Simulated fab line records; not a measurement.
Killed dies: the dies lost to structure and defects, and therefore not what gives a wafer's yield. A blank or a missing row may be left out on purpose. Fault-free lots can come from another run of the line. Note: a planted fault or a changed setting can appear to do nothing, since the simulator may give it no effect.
Chamber matching / flow nand-harc / rie-diel-06 running NHARC_A_ZERO_WELL_DESCUM_12: 4 sister chambers
The step chemistry O2, time 3 s. 18 wafers are shown with their chamber, then 9 later ones without.

## WAFERS PAIRED WITH THEIR CHAMBERS
wafer=L829.1; chamber=3; showerhead-plenum-p-Torr (Torr)=1.83; drypump-motor-current-A (A)=5.0; oes-product-au (a.u.)=1.015
wafer=L829.2; chamber=1; showerhead-plenum-p-Torr (Torr)=1.96; drypump-motor-current-A (A)=5.8; oes-product-au (a.u.)=1.028
wafer=L829.6; chamber=0; showerhead-plenum-p-Torr (Torr)=1.87; drypump-motor-current-A (A)=5.9; oes-product-au (a.u.)=1.003
wafer=L830.3; chamber=2; showerhead-plenum-p-Torr (Torr)=1.91; drypump-motor-current-A (A)=6.1; oes-product-au (a.u.)=1.005
wafer=L830.4; chamber=3; showerhead-plenum-p-Torr (Torr)=1.84; drypump-motor-current-A (A)=5.0; oes-product-au (a.u.)=1.021
wafer=L830.5; chamber=3; showerhead-plenum-p-Torr (Torr)=1.83; drypump-motor-current-A (A)=5.0; oes-product-au (a.u.)=1.011
wafer=L831.1; chamber=0; showerhead-plenum-p-Torr (Torr)=1.87; drypump-motor-current-A (A)=5.8; oes-product-au (a.u.)=0.991
wafer=L831.2; chamber=1; showerhead-plenum-p-Torr (Torr)=1.96; drypump-motor-current-A (A)=5.9; oes-product-au (a.u.)=1.020
wafer=L831.4; chamber=3; showerhead-plenum-p-Torr (Torr)=1.83; drypump-motor-current-A (A)=5.0; oes-product-au (a.u.)=1.007
wafer=L833.2; chamber=0; showerhead-plenum-p-Torr (Torr)=1.87; drypump-motor-current-A (A)=5.9; oes-product-au (a.u.)=0.990
wafer=L833.3; chamber=1; showerhead-plenum-p-Torr (Torr)=1.96; drypump-motor-current-A (A)=5.8; oes-product-au (a.u.)=1.021
wafer=L833.4; chamber=2; showerhead-plenum-p-Torr (Torr)=1.91; drypump-motor-current-A (A)=6.2; oes-product-au (a.u.)=1.005
wafer=L835.1; chamber=1; showerhead-plenum-p-Torr (Torr)=1.96; drypump-motor-current-A (A)=5.9; oes-product-au (a.u.)=1.026
wafer=L835.5; chamber=3; showerhead-plenum-p-Torr (Torr)=1.83; drypump-motor-current-A (A)=5.0; oes-product-au (a.u.)=1.010
wafer=L835.6; chamber=2; showerhead-plenum-p-Torr (Torr)=1.91; drypump-motor-current-A (A)=6.2; oes-product-au (a.u.)=1.016
wafer=L847.2; chamber=2; showerhead-plenum-p-Torr (Torr)=1.91; drypump-motor-current-A (A)=6.2; oes-product-au (a.u.)=1.002
wafer=L847.5; chamber=3; showerhead-plenum-p-Torr (Torr)=1.83; drypump-motor-current-A (A)=5.0; oes-product-au (a.u.)=0.998
wafer=L847.6; chamber=0; showerhead-plenum-p-Torr (Torr)=1.87; drypump-motor-current-A (A)=5.9; oes-product-au (a.u.)=1.008

SIGNATURES (averages over the wafers above)
reading=showerhead-plenum-p-Torr; chamber 0=1.8700; chamber 1=1.9600; chamber 2=1.9100; chamber 3=1.8317; scatter within a chamber=0.00244
reading=drypump-motor-current-A; chamber 0=5.875; chamber 1=5.850; chamber 2=6.175; chamber 3=5.000; scatter within a chamber=0.0423
reading=oes-product-au; chamber 0=0.99800; chamber 1=1.02375; chamber 2=1.00700; chamber 3=1.01033; scatter within a chamber=0.00705
Rule: a wafer lies at a distance from a chamber equal to the root of the sum of squares, over the readings, of (its reading less the chamber's mean, divided by the reading's scatter). The wafer belongs to the nearest chamber; if the next one is less than 2 further off, it can't be placed. How the scatter is found: for the shown wafers, subtract from each reading the mean of its chamber, square and add these, divide the total by (wafers less chambers), then take the root.

## WAFERS MISSING THEIR CHAMBER
wafer=L849.1; showerhead-plenum-p-Torr (Torr)=1.87; drypump-motor-current-A (A)=5.9; oes-product-au (a.u.)=1.006
wafer=L849.4; showerhead-plenum-p-Torr (Torr)=1.96; drypump-motor-current-A (A)=5.8; oes-product-au (a.u.)=1.010
wafer=L849.6; showerhead-plenum-p-Torr (Torr)=1.83; drypump-motor-current-A (A)=5.0; oes-product-au (a.u.)=1.012
wafer=L850.1; showerhead-plenum-p-Torr (Torr)=1.96; drypump-motor-current-A (A)=5.9; oes-product-au (a.u.)=1.009
wafer=L850.4; showerhead-plenum-p-Torr (Torr)=1.83; drypump-motor-current-A (A)=5.0; oes-product-au (a.u.)=1.018
wafer=L850.6; showerhead-plenum-p-Torr (Torr)=1.91; drypump-motor-current-A (A)=6.1; oes-product-au (a.u.)=1.007
wafer=L851.2; showerhead-plenum-p-Torr (Torr)=1.87; drypump-motor-current-A (A)=5.9; oes-product-au (a.u.)=1.009
wafer=L851.3; showerhead-plenum-p-Torr (Torr)=1.91; drypump-motor-current-A (A)=6.2; oes-product-au (a.u.)=1.014
wafer=L851.4; showerhead-plenum-p-Torr (Torr)=1.83; drypump-motor-current-A (A)=5.0; oes-product-au (a.u.)=1.009

## EACH ONE'S CHAMBER
wafer=L849.1; from the rows above=0; in truth=0
wafer=L849.4; from the rows above=1; in truth=1
wafer=L849.6; from the rows above=3; in truth=3
wafer=L850.1; from the rows above=1; in truth=1
wafer=L850.4; from the rows above=3; in truth=3
wafer=L850.6; from the rows above=2; in truth=2
wafer=L851.2; from the rows above=0; in truth=0
wafer=L851.3; from the rows above=2; in truth=2
wafer=L851.4; from the rows above=3; in truth=3
Correct placement for 9 of the 9. From these rows, 0 cannot be placed. 0 placed wrongly.
